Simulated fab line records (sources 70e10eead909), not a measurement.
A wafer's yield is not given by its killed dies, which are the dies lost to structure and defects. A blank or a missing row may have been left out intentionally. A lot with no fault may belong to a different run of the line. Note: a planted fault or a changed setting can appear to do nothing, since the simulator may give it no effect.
Code-filled problem report in 8D (eight disciplines) form    flow nand harc    the parts of the form that need people (team, actions taken, sign-off) are left out

== 1. THE PROBLEM ==
Mean of killed at array at NHARC_END_SORT_01: 655 across 4 wafers in 3 lots; on wafers with no fault it is 24 (standard deviation 7.4). That puts it +85 standard deviations away from the usual mean.
Seen first at day 23 13:28 on prober-01, wafer L747.5. The record holds 7 wafers of 3 lots with a number at this step. By rule, "out" or "out of limits" means more than 4 standard deviations away from the usual mean. The rest of the wafers with a number are treated as sound.

== 2. WHAT IT IS AND WHAT IT IS NOT ==
question                     is                              is not
which readings at this step  killed at array, killed dies    killed at other, killed at periphery, killed open, killed short
which lots                   L747, L748, L749                -
which wafers of those lots   L747.5, L747.6, L748.6, L749.6  L748.1, L749.2, L749.3
read on which gauges         prober-01, prober-02            -
when                         from day 23 13:28               up to then (0 sound wafers); but 3 sound wafers of L748, L749 came after

== 3. WHAT RULES OUT EACH SUSPECT ==
Counting: a tool at a process step up to the reading stays a suspect if it ran every lot that is out. Sound lots after the first of them don't rule it out here, since some wafers of a struck lot are sound.
- ruled out: the gauge at NHARC_END_SORT_01. Those wafers that are out were read across 2 gauges (prober-01, prober-02).
- rie diel-01 at NHARC_A_STAIRCASE_DESCUM_291 (chemistry O2, time 3 s): kept. It ran every lot that is out, first L747 (day 15 14:54).
- rie diel-01 at NHARC_A_STAIRCASE_HM_OPEN_460 (chemistry O2/COS): kept. It ran every lot that is out, first L747 (day 15 15:10). On those wafers its own readings are out: oes product au.
Left after counting: rie diel-01 at NHARC_A_STAIRCASE_DESCUM_291, rie diel-01 at NHARC_A_STAIRCASE_HM_OPEN_460.

== 4. THE CAUSE (what the simulator had put in) ==
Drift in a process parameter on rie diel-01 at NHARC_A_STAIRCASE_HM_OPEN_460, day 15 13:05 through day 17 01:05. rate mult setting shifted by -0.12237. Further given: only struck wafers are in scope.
Counting left 2 suspects, and this tool is among them.

== 5. SEQUENCE OF EFFECTS, ordered by route ==
Rows list readings where the struck wafers' mean (over those with a number) sits beyond 3 standard deviations from the usual. Only readings whose record carries a usual standard deviation are examined. hours: median over the lots of the time between each lot's start at the first step of this table that gives one and its start at this step. sigmas: the change, counted in usual standard deviations.
hours  step                           reading          usual       on struck wafers  change  sigmas
0      NHARC_A_STAIRCASE_HM_OPEN_460  oes product au   1.003 a.u.  0.931             -0.072  -12
192    NHARC_END_SORT_01              killed at array  24          655               +631    +85
192    NHARC_END_SORT_01              killed dies      28          659               +631    +79
Here are the process steps it includes:
- NHARC_A_STAIRCASE_HM_OPEN_460: chemistry O2/COS.

== 6. WHAT WOULD HAVE CAUGHT IT SOONER ==
Counted from the fault's start at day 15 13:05, it took 192 hours until the first out-of-limits reading at a measuring or inspecting step in this record, taken at day 23 13:28.
Tool's own readings at NHARC_A_STAIRCASE_HM_OPEN_460, oes product au: out on all struck wafers the step has rows for; an alarm limit on them would have tripped on the first.
All the lots that are out (3) had begun NHARC_A_STAIRCASE_HM_OPEN_460 on rie diel-01 by day 23 13:28. Had the tool been put on hold then, not one of them would have been saved.
